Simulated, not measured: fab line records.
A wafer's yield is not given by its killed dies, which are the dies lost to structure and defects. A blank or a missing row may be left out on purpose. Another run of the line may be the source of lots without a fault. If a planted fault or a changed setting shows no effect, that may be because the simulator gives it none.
Split-lot trial ; flow n5Finfet ; 7 lots, 21 wafers read, on a route of 1938 steps

## THE SPLIT
At N5_MOL_CONTACT_COAG_SPUTTER_143 (material Co, target thk 2.5 nm), the setting targetThkA was moved away from the recipe's 25 angstrom on 10 of the 21 wafers read, by -13.4% to +12.4%. The other wafers ran this setting at the recipe's value.

The reading comes from the split's own step.

## THE READING
Co_of_MOL_CONTACT_COAG_SPUTTER_143.thkNm (the simulator's own value, which no gauge read), in nm, at N5_MOL_CONTACT_COAG_SPUTTER_143 (material Co, target thk 2.5 nm). The file gives no usual value for it. Here, 11 wafers ran the recipe; their average is 2.5 nm with a standard deviation of 0.13 nm.

wafer;tool, chamber at the split;targetThkA as run, angstrom;against the recipe;Co_of_MOL_CONTACT_COAG_SPUTTER_143.thkNm, nm;against lot-mates on the recipe
L078.1;pvdSputter-02, -;25;recipe;2.4;-
L078.4;pvdSputter-02, -;25;recipe;2.4;-
L078.6;pvdSputter-02, -;25;recipe;2.4;-
L083.1;pvdSputter-01, -;21.85;-12.6%;2.2;no lot-mate on the recipe
L083.4;pvdSputter-01, -;21.85;-12.6%;2.2;no lot-mate on the recipe
L083.2;pvdSputter-01, -;21.85;-12.6%;2;no lot-mate on the recipe
L089.3;pvdSputter-02, -;22.43;-10.3%;2.4;-0.4
L089.4;pvdSputter-02, -;22.43;-10.3%;2.4;-0.4
L089.6;pvdSputter-02, -;25;recipe;2.8;-
L090.1;pvdSputter-02, -;23.67;-5.3%;2.4;+0.0
L090.2;pvdSputter-02, -;23.67;-5.3%;2.2;-0.2
L090.5;pvdSputter-02, -;25;recipe;2.4;-
L092.2;pvdSputter-01, -;25;recipe;2.4;-
L092.5;pvdSputter-01, -;25;recipe;2.4;-
L092.6;pvdSputter-01, -;28.11;+12.4%;2.8;+0.4
L096.3;pvdSputter-02, -;27.93;+11.7%;2.8;+0.3
L096.4;pvdSputter-02, -;25;recipe;2.4;-
L096.6;pvdSputter-02, -;25;recipe;2.6;-
L097.2;pvdSputter-02, -;21.64;-13.4%;2;-0.5
L097.3;pvdSputter-02, -;25;recipe;2.6;-
L097.4;pvdSputter-02, -;25;recipe;2.4;-

THE FIT
A straight line over all 21 wafers: Co_of_MOL_CONTACT_COAG_SPUTTER_143.thkNm changes by +0.0253 nm for each +1% of targetThkA; r = +0.82; the points scatter about the line by 0.13 nm.
The same after taking each lot's own level away (the mean of its wafers on the recipe; 18 wafers): +0.0329 nm for each +1%; r = +0.95; scatter 0.074 nm.
On that fit, the largest move of targetThkA shifts the reading by 0.44 nm.
Measured against the standard deviation above, the lots' own levels, which go from 2.40 to 2.80 nm, span 3.1 times it.
So the lot-to-lot level changes the slope: the two fits differ.
Check: for one of the wafers moved furthest among these (-13.4%), held out of the fit, the line's prediction against its lot-mates is -0.43 nm. Against them it came out at -0.5 nm.

## THE OTHER SPLITS THESE WAFERS WENT THROUGH
Note: prior to the reading, these wafers also went through further splits. Each is held against what the fit with the lots' levels taken away leaves over:
other split on the same wafers;wafers away from the commonest value;r with Co_of_MOL_CONTACT_COAG_SPUTTER_143.thkNm (lot level and that fit taken away)
N5_SD_ACTIVATION_LSA_01 tempC;8;+0.30
N5_SDB_CUT_ETCH_26 icpW;8;-0.48
N5_HKMG_FIN_COAT_66 spinRpm;6;-0.33
N5_GATE_CUT_ETCH_58 biasW;7;+0.24
N5_MOL_CONTACT_COAG_CONTACT_ETCH_14 sourceW;8;+0.27

## FILE'S OWN FIT
Co_of_MOL_CONTACT_COAG_SPUTTER_143.thkNm changes by +0.0327 nm for each +1% of targetThkA, r = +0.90.
